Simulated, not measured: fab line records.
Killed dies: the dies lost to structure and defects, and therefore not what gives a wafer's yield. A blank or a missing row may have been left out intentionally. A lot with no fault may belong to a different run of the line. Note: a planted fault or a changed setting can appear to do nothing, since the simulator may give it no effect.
Split-lot trial || flow n5Finfet || 7 lots, 39 wafers read, on a route of 1938 steps

== THE SPLIT ==
At N5_MOL_CONTACT_COAG_ETCH_47 (etches SiNx in CH3F/O2, stops on W, target depth 27 nm), the setting overEtchFrac was moved away from the recipe's 0.2 on 18 of the 39 wafers read, by -3.1% to +7.1%. This setting was run at the recipe's value on the other wafers.

The reading is taken at the split's own step.

== THE READING ==
etch.overEtchS (the simulator's own value, which no gauge read), in s, at N5_MOL_CONTACT_COAG_ETCH_47 (etches SiNx in CH3F/O2, stops on W, target depth 27 nm). No usual value for it is given in the file. Across the 21 wafers here that went through the recipe, the average is 5.165 s and the standard deviation 0.095 s.

{"wafer": "L074.1", "tool, chamber at the split": "rieDiel-02, 2", "overEtchFrac as run": 0.214, "against the recipe": "+7.0%", "etch.overEtchS, s": 5.624, "against lot-mates on the recipe": "+0.389"}
{"wafer": "L074.2", "tool, chamber at the split": "rieDiel-02, 1", "overEtchFrac as run": 0.214, "against the recipe": "+7.0%", "etch.overEtchS, s": 5.533, "against lot-mates on the recipe": "+0.298"}
{"wafer": "L074.3", "tool, chamber at the split": "rieDiel-02, 0", "overEtchFrac as run": 0.214, "against the recipe": "+7.0%", "etch.overEtchS, s": 5.562, "against lot-mates on the recipe": "+0.327"}
{"wafer": "L074.4", "tool, chamber at the split": "rieDiel-02, 3", "overEtchFrac as run": 0.2, "against the recipe": "recipe", "etch.overEtchS, s": 5.201, "against lot-mates on the recipe": "-"}
{"wafer": "L074.5", "tool, chamber at the split": "rieDiel-02, 2", "overEtchFrac as run": 0.2, "against the recipe": "recipe", "etch.overEtchS, s": 5.26, "against lot-mates on the recipe": "-"}
{"wafer": "L074.6", "tool, chamber at the split": "rieDiel-02, 3", "overEtchFrac as run": 0.2, "against the recipe": "recipe", "etch.overEtchS, s": 5.245, "against lot-mates on the recipe": "-"}
{"wafer": "L077.1", "tool, chamber at the split": "rieDiel-04, 1", "overEtchFrac as run": 0.1938, "against the recipe": "-3.1%", "etch.overEtchS, s": 4.83, "against lot-mates on the recipe": -0.319}
{"wafer": "L077.2", "tool, chamber at the split": "rieDiel-04, 3", "overEtchFrac as run": 0.1938, "against the recipe": "-3.1%", "etch.overEtchS, s": 5.029, "against lot-mates on the recipe": -0.120}
{"wafer": "L077.3", "tool, chamber at the split": "rieDiel-04, 0", "overEtchFrac as run": 0.2, "against the recipe": "recipe", "etch.overEtchS, s": 5.151, "against lot-mates on the recipe": "-"}
{"wafer": "L077.4", "tool, chamber at the split": "rieDiel-04, 2", "overEtchFrac as run": 0.2, "against the recipe": "recipe", "etch.overEtchS, s": 5.104, "against lot-mates on the recipe": "-"}
{"wafer": "L077.5", "tool, chamber at the split": "rieDiel-04, 0", "overEtchFrac as run": 0.2, "against the recipe": "recipe", "etch.overEtchS, s": 5.193, "against lot-mates on the recipe": "-"}
{"wafer": "L077.6", "tool, chamber at the split": "rieDiel-04, 3", "overEtchFrac as run": 0.1938, "against the recipe": "-3.1%", "etch.overEtchS, s": 5.022, "against lot-mates on the recipe": -0.127}
{"wafer": "L084.1", "tool, chamber at the split": "rieDiel-02, 1", "overEtchFrac as run": 0.2109, "against the recipe": "+5.4%", "etch.overEtchS, s": 5.431, "against lot-mates on the recipe": "+0.185"}
{"wafer": "L084.2", "tool, chamber at the split": "rieDiel-02, 2", "overEtchFrac as run": 0.2, "against the recipe": "recipe", "etch.overEtchS, s": 5.244, "against lot-mates on the recipe": "-"}
{"wafer": "L084.3", "tool, chamber at the split": "rieDiel-02, 0", "overEtchFrac as run": 0.2109, "against the recipe": "+5.4%", "etch.overEtchS, s": 5.475, "against lot-mates on the recipe": "+0.229"}
{"wafer": "L084.4", "tool, chamber at the split": "rieDiel-02, 3", "overEtchFrac as run": 0.2109, "against the recipe": "+5.4%", "etch.overEtchS, s": 5.406, "against lot-mates on the recipe": "+0.160"}
{"wafer": "L084.5", "tool, chamber at the split": "rieDiel-02, 1", "overEtchFrac as run": 0.2, "against the recipe": "recipe", "etch.overEtchS, s": 5.232, "against lot-mates on the recipe": "-"}
{"wafer": "L084.6", "tool, chamber at the split": "rieDiel-02, 2", "overEtchFrac as run": 0.2, "against the recipe": "recipe", "etch.overEtchS, s": 5.262, "against lot-mates on the recipe": "-"}
{"wafer": "L087.1", "tool, chamber at the split": "rieDiel-04, 3", "overEtchFrac as run": 0.212, "against the recipe": "+6.0%", "etch.overEtchS, s": 5.549, "against lot-mates on the recipe": "+0.503"}
{"wafer": "L087.2", "tool, chamber at the split": "rieDiel-04, 1", "overEtchFrac as run": 0.2, "against the recipe": "recipe", "etch.overEtchS, s": 5.021, "against lot-mates on the recipe": "-"}
{"wafer": "L087.3", "tool, chamber at the split": "rieDiel-04, 2", "overEtchFrac as run": 0.2, "against the recipe": "recipe", "etch.overEtchS, s": 5.101, "against lot-mates on the recipe": "-"}
{"wafer": "L087.4", "tool, chamber at the split": "rieDiel-04, 3", "overEtchFrac as run": 0.212, "against the recipe": "+6.0%", "etch.overEtchS, s": 5.449, "against lot-mates on the recipe": "+0.403"}
{"wafer": "L087.5", "tool, chamber at the split": "rieDiel-04, 2", "overEtchFrac as run": 0.212, "against the recipe": "+6.0%", "etch.overEtchS, s": 5.386, "against lot-mates on the recipe": "+0.340"}
{"wafer": "L087.6", "tool, chamber at the split": "rieDiel-04, 1", "overEtchFrac as run": 0.2, "against the recipe": "recipe", "etch.overEtchS, s": 5.016, "against lot-mates on the recipe": "-"}
{"wafer": "L088.1", "tool, chamber at the split": "rieDiel-05, 1", "overEtchFrac as run": 0.2, "against the recipe": "recipe", "etch.overEtchS, s": 5.031, "against lot-mates on the recipe": "-"}
{"wafer": "L088.2", "tool, chamber at the split": "rieDiel-05, 3", "overEtchFrac as run": 0.2, "against the recipe": "recipe", "etch.overEtchS, s": 5.107, "against lot-mates on the recipe": "-"}
{"wafer": "L088.3", "tool, chamber at the split": "rieDiel-05, 0", "overEtchFrac as run": 0.2125, "against the recipe": "+6.2%", "etch.overEtchS, s": 5.5, "against lot-mates on the recipe": "+0.379"}
{"wafer": "L088.4", "tool, chamber at the split": "rieDiel-05, 2", "overEtchFrac as run": 0.2, "against the recipe": "recipe", "etch.overEtchS, s": 5.224, "against lot-mates on the recipe": "-"}
{"wafer": "L088.5", "tool, chamber at the split": "rieDiel-05, 0", "overEtchFrac as run": 0.2125, "against the recipe": "+6.2%", "etch.overEtchS, s": 5.448, "against lot-mates on the recipe": "+0.327"}
{"wafer": "L088.6", "tool, chamber at the split": "rieDiel-05, 1", "overEtchFrac as run": 0.2125, "against the recipe": "+6.2%", "etch.overEtchS, s": 5.425, "against lot-mates on the recipe": "+0.304"}
{"wafer": "L089.1", "tool, chamber at the split": "rieDiel-05, 2", "overEtchFrac as run": 0.2, "against the recipe": "recipe", "etch.overEtchS, s": 5.191, "against lot-mates on the recipe": "-"}
{"wafer": "L089.5", "tool, chamber at the split": "rieDiel-05, 0", "overEtchFrac as run": 0.2, "against the recipe": "recipe", "etch.overEtchS, s": 5.119, "against lot-mates on the recipe": "-"}
{"wafer": "L089.6", "tool, chamber at the split": "rieDiel-05, 1", "overEtchFrac as run": 0.2, "against the recipe": "recipe", "etch.overEtchS, s": 4.985, "against lot-mates on the recipe": "-"}
{"wafer": "L097.1", "tool, chamber at the split": "rieDiel-02, 0", "overEtchFrac as run": 0.2142, "against the recipe": "+7.1%", "etch.overEtchS, s": 5.752, "against lot-mates on the recipe": "+0.489"}
{"wafer": "L097.2", "tool, chamber at the split": "rieDiel-02, 2", "overEtchFrac as run": 0.2, "against the recipe": "recipe", "etch.overEtchS, s": 5.331, "against lot-mates on the recipe": "-"}
{"wafer": "L097.3", "tool, chamber at the split": "rieDiel-02, 3", "overEtchFrac as run": 0.2, "against the recipe": "recipe", "etch.overEtchS, s": 5.171, "against lot-mates on the recipe": "-"}
{"wafer": "L097.4", "tool, chamber at the split": "rieDiel-02, 1", "overEtchFrac as run": 0.2, "against the recipe": "recipe", "etch.overEtchS, s": 5.286, "against lot-mates on the recipe": "-"}
{"wafer": "L097.5", "tool, chamber at the split": "rieDiel-02, 1", "overEtchFrac as run": 0.2142, "against the recipe": "+7.1%", "etch.overEtchS, s": 5.694, "against lot-mates on the recipe": "+0.431"}
{"wafer": "L097.6", "tool, chamber at the split": "rieDiel-02, 0", "overEtchFrac as run": 0.2142, "against the recipe": "+7.1%", "etch.overEtchS, s": 5.75, "against lot-mates on the recipe": "+0.487"}

THE FIT
A straight line over all 39 wafers: etch.overEtchS changes by +0.0598 s for each +1% of overEtchFrac; r = +0.91; the points scatter about the line by 0.096 s.
The same after taking each lot's own level away (the mean of its wafers on the recipe; 39 wafers): +0.0563 s for each +1%; r = +0.94; scatter 0.073 s.
According to that fit, moving overEtchFrac by its largest amount changes the reading by 0.4 s.
The span of the lots' own levels, 5.0460 to 5.2627 s, comes to 2.3 times the standard deviation stated above.
So the lot-to-lot level changes the slope little: the two slopes agree.
Check: for one of the wafers moved furthest among these (+7.1%), held out of the fit, the line's prediction against its lot-mates is +0.388 s. Against them it came out at +0.489 s.

== FURTHER SPLITS ON THESE WAFERS ==
Other splits were also applied to these wafers ahead of the reading. Each is held against what the fit with the lots' levels taken away leaves over:
{"other split on the same wafers": "N5_FIN_SAQP_HM_DEP_03 timeS", "wafers away from the commonest value": 12, "r with etch.overEtchS (lot level and that fit taken away)": -0.21}
{"other split on the same wafers": "N5_HKMG_FIN_ETCH_32 sourceW", "wafers away from the commonest value": 18, "r with etch.overEtchS (lot level and that fit taken away)": "+0.36"}

== FILE'S OWN FIT ==
etch.overEtchS changes by +0.0558 s for each +1% of overEtchFrac, r = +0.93.
